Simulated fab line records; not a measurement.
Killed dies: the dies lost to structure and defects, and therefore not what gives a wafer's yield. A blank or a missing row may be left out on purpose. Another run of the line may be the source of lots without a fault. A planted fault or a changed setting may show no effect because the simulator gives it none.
Matching of chambers ; flow n5_finfet ; 4 sister chambers for N5_HKMG_FIN_ETCH_54 on rie_diel-02
The step etches SiARC in CF4, target depth 45.5 nm, time 75.8 s. 16 wafers are shown with their chamber, then 8 later ones without.

== WAFERS WITH THEIR CHAMBER ==
wafer;chamber;showerhead_plenum_p_Torr (Torr);throttle_valve_pct (%);oes_product_au (a.u.)
L074.4;1;2.17;15.31;0.75
L074.5;2;2.12;15.73;0.59
L074.6;3;2.14;15.60;0.66
L080.1;3;2.14;15.62;0.64
L080.5;0;2.03;15.80;0.58
L080.6;1;2.17;15.33;0.72
L082.1;3;2.13;15.64;0.64
L082.4;1;2.17;15.34;0.73
L082.5;3;2.13;15.63;0.63
L084.1;2;2.11;15.29;0.84
L084.2;3;2.13;15.64;0.64
L084.6;2;2.11;15.28;0.84
L085.3;2;2.11;15.32;0.81
L085.4;3;2.13;15.65;0.63
L085.5;1;2.16;15.37;0.71
L090.3;2;2.11;15.30;0.79

SIGNATURES (means of the wafers above)
reading;chamber 0;chamber 1;chamber 2;chamber 3;scatter within a chamber
showerhead_plenum_p_Torr;2.0300;2.1675;2.1120;2.1333;0.0049
throttle_valve_pct;15.8000;15.3375;15.3840;15.6300;0.113
oes_product_au;0.5800;0.7275;0.7740;0.6400;0.0616
Rule: a wafer lies at a distance from a chamber equal to the root of the sum of squares, over the readings, of (its reading less the chamber's mean, divided by the reading's scatter). If the next closest chamber is less than 2 further off than the closest, the wafer can't be placed; otherwise it belongs to the closest. The scatter: take each reading less its chamber's mean, square it, sum over the shown wafers, divide by the number of wafers less the number of chambers, and take the root.

== WAFERS MISSING THEIR CHAMBER ==
wafer;showerhead_plenum_p_Torr (Torr);throttle_valve_pct (%);oes_product_au (a.u.)
L090.5;2.13;15.66;0.63
L090.6;2.28;15.30;0.84
L093.2;2.13;15.70;0.63
L093.3;2.28;15.32;0.81
L093.4;2.11;15.33;0.78
L094.4;2.16;15.42;0.69
L094.5;2.16;15.43;0.69
L094.6;2.28;15.31;0.80

== THE CHAMBER EACH PASSED THROUGH ==
wafer;from the rows above;in truth
L090.5;3;3
L090.6;1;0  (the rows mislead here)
L093.2;3;3
L093.3;1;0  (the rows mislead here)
L093.4;2;2
L094.4;1;1
L094.5;1;1
L094.6;1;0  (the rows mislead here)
5 of 8 placed correctly. Number that these rows cannot place: 0. 3 placed wrongly.
